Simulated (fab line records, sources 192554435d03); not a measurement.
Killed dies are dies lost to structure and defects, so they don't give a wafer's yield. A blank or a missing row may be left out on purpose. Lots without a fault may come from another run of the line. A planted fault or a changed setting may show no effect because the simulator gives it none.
Which tool did it? | flow n5_finfet | 12 lots, 36 wafers sampled, at 2 steps of a route of 1938

WHAT THE GAUGES READ, wafer by wafer
N5_MOL_CONTACT_COAG_OVL_MEAS_41.
lot  | measured     | on         | VD_OVL (nm)
L075 | day 5 10:31  | overlay-01 | -1.4 -0.7 -0.8
L077 | day 6 02:59  | overlay-01 | 1.1 -0.1 0.6
L079 | day 6 16:49  | overlay-02 | 0.0 0.6 -0.4
L081 | day 7 01:14  | overlay-01 | 0.2 -0.5 0.3
L083 | day 7 10:03  | overlay-01 | 0.6 0.1 0.6
L085 | day 7 22:37  | overlay-02 | 0.7 0.3 -0.3
L087 | day 8 13:35  | overlay-02 | -0.1 0.8 -0.7
L089 | day 8 22:53  | overlay-02 | 0.2 -0.3 -1.5
L091 | day 9 11:23  | overlay-02 | -0.8 0.5 0.1
L094 | day 10 06:45 | overlay-02 | -0.7 -0.3 -0.8
L095 | day 10 10:29 | overlay-02 | -0.8 -0.7 -1.8
L097 | day 10 23:38 | overlay-02 | -0.4 -0.6 -0.8

WHICH TOOL RAN EACH LOT (tool, then ch and the chambers of the sampled wafers, then the start)
lot  | N5_MOL_CONTACT_COAG_PRE_CLEAN_142
L075 | pvd_sputter-03, day 5 04:08
L077 | pvd_sputter-02, day 5 19:21
L079 | pvd_sputter-01, day 6 11:07
L081 | pvd_sputter-01, day 6 19:38
L083 | pvd_sputter-03, day 7 04:49
L085 | pvd_sputter-01, day 7 17:12
L087 | pvd_sputter-03, day 8 06:23
L089 | pvd_sputter-01, day 8 17:13
L091 | pvd_sputter-03, day 9 05:59
L094 | pvd_sputter-01, day 10 00:58
L095 | pvd_sputter-02, day 10 05:08
L097 | pvd_sputter-03, day 10 17:43
- N5_MOL_CONTACT_COAG_PRE_CLEAN_142: time 60 s.

THE ANSWER, worked out from the rows above alone
Rule: what is usual is taken from the lots themselves. Put in order of their means at a reading, lots are off if they are a third of the lots or fewer, leave a main group of 4 or more, and stand apart from it by a gap of 3 or more times the standard deviation of the main group's means; of several such gaps the widest counts. A main group whose means are all the same, to the digits that the tables above print for the reading, isn't used. A lot without any number at a reading at which 4 lots or more have one is off too. The other lots that the step has rows for count as sound.
No lot is off at any reading shown: from this, nothing can be told.

WHAT THE SIMULATOR HAD PUT IN
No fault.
